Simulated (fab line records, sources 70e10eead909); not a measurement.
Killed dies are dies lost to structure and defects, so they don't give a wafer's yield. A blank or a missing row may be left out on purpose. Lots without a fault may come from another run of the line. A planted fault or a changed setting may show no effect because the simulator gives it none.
Chamber matching | flow nand_harc | NHARC_A_STAIRCASE_ETCH_292 on rie_diel-13: 4 sister chambers
The step etches the open film in CF4/CHF3. 18 wafers are shown with their chamber, then 9 later ones without.

WAFERS WITH THEIR CHAMBER
wafer  | chamber | drypump_motor_current_A (A) | showerhead_plenum_p_Torr (Torr) | rf_vpp_V (V)
L077.1 | 0       | 5.6                         | 1.64                            | 372.4
L077.2 | 2       | 5.0                         | 1.56                            | 371.2
L077.3 | 1       | 5.6                         | 1.50                            | 369.2
L077.4 | 3       | 6.3                         | 1.60                            | 371.0
L077.5 | 1       | 5.6                         | 1.50                            | 368.4
L077.6 | 0       | 5.6                         | 1.64                            | 373.3
L078.4 | 0       | 5.6                         | 1.64                            | 373.4
L078.5 | 2       | 5.0                         | 1.56                            | 370.7
L078.6 | 1       | 5.6                         | 1.50                            | 367.4
L080.1 | 2       | 5.0                         | 1.56                            | 369.2
L080.4 | 0       | 5.6                         | 1.64                            | 372.2
L080.5 | 2       | 5.0                         | 1.56                            | 370.4
L081.1 | 2       | 5.0                         | 1.56                            | 369.5
L081.2 | 1       | 5.6                         | 1.50                            | 367.5
L081.6 | 3       | 6.3                         | 1.59                            | 372.6
L081.3 | 3       | 6.3                         | 1.60                            | 371.8
L081.4 | 0       | 5.6                         | 1.64                            | 372.1
L081.5 | 2       | 4.9                         | 1.56                            | 371.0

SIGNATURES (means of the wafers above)
reading                  | chamber 0 | chamber 1 | chamber 2 | chamber 3 | scatter within a chamber
drypump_motor_current_A  | 5.600     | 5.600     | 4.983     | 6.300     | 0.0244
showerhead_plenum_p_Torr | 1.6400    | 1.5000    | 1.5600    | 1.5967    | 0.00218
rf_vpp_V                 | 372.680   | 368.125   | 370.333   | 371.800   | 0.769
Rule: a wafer's distance from a chamber is the root of the sum, over the readings, of the square of ((its reading less the chamber's mean) divided by the reading's scatter). The wafer belongs to the nearest chamber; if the next one is less than 2 further off, it can't be placed. The scatter: the root of (the sum of the squares of (reading less its chamber's mean) over the shown wafers, divided by (wafers less chambers)).

WAFERS WITHOUT THEIR CHAMBER
wafer  | drypump_motor_current_A (A) | showerhead_plenum_p_Torr (Torr) | rf_vpp_V (V)
L082.4 | 5.6                         | 1.50                            | 369.6
L082.5 | 5.6                         | 1.50                            | 367.7
L082.6 | 5.6                         | 1.64                            | 372.4
L084.3 | 5.6                         | 1.50                            | 366.6
L084.4 | 5.6                         | 1.64                            | 372.0
L084.6 | 5.0                         | 1.56                            | 369.9
L089.1 | 5.6                         | 1.63                            | 371.8
L089.2 | 5.0                         | 1.55                            | 370.8
L089.6 | 5.6                         | 1.63                            | 370.9

WHICH CHAMBER EACH WENT THROUGH
wafer  | from the rows above | in truth
L082.4 | 1                   | 1
L082.5 | 1                   | 1
L082.6 | 0                   | 0
L084.3 | 1                   | 1
L084.4 | 0                   | 0
L084.6 | 2                   | 2
L089.1 | 0                   | 0
L089.2 | 2                   | 2
L089.6 | 0                   | 0
Placed correctly: 9 of 9. Can't be placed from these rows: 0. Placed wrongly: 0.
